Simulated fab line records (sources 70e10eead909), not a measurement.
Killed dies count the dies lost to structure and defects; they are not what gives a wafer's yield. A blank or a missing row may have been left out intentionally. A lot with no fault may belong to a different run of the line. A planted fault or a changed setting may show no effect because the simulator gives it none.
Chamber matching ; flow nandHarc ; NHARC_A_STAIRCASE_TRIM_20 on rieDiel-08: 4 sister chambers
The step chemistry O2, time 211.2 s. 14 wafers are shown with their chamber, then 7 later ones without.

WAFERS WITH THEIR CHAMBER
wafer;chamber;showerheadPlenumPTorr (Torr);oesProductAu (a.u.);rfVppV (V)
L075.1;3;3.45;1.000;57.9
L075.2;0;3.68;1.001;58.5
L075.4;2;3.38;0.984;57.1
L080.2;0;3.67;0.990;58.2
L080.5;1;3.62;0.993;58.6
L080.6;0;3.67;0.991;58.1
L081.1;1;3.61;0.979;56.2
L081.5;2;3.37;0.988;57.2
L081.6;1;3.61;0.981;58.2
L083.4;0;3.67;0.998;56.6
L083.5;3;3.44;1.010;57.3
L083.6;2;3.37;0.994;58.0
L085.2;2;3.37;0.990;57.0
L085.4;1;3.61;0.996;58.1

SIGNATURES (averages over the wafers above)
reading;chamber 0;chamber 1;chamber 2;chamber 3;scatter within a chamber
showerheadPlenumPTorr;3.6725;3.6125;3.3725;3.4450;0.00524
oesProductAu;0.99500;0.98725;0.98900;1.00500;0.00636
rfVppV;57.850;57.775;57.325;57.600;0.802
Rule: a wafer lies at a distance from a chamber equal to the root of the sum of squares, over the readings, of (its reading less the chamber's mean, divided by the reading's scatter). If the next closest chamber is less than 2 further off than the closest, the wafer can't be placed; otherwise it belongs to the closest. The scatter: the root of (the sum of the squares of (reading less its chamber's mean) over the shown wafers, divided by (wafers less chambers)).

WAFERS WITH NO CHAMBER GIVEN
wafer;showerheadPlenumPTorr (Torr);oesProductAu (a.u.);rfVppV (V)
L085.6;3.44;0.999;56.4
L090.1;3.66;0.995;58.8
L090.5;3.43;0.992;57.6
L090.6;3.66;0.985;56.9
L094.2;3.66;1.008;59.3
L094.3;3.36;0.993;59.0
L094.6;3.60;0.985;58.6

WHICH CHAMBER EACH WENT THROUGH
wafer;from the rows above;in truth
L085.6;3;3
L090.1;0;0
L090.5;3;3
L090.6;0;0
L094.2;0;0
L094.3;2;2
L094.6;1;1
Placed correctly: 7 of 7. Can't be placed from these rows: 0. Wrongly placed: 0.
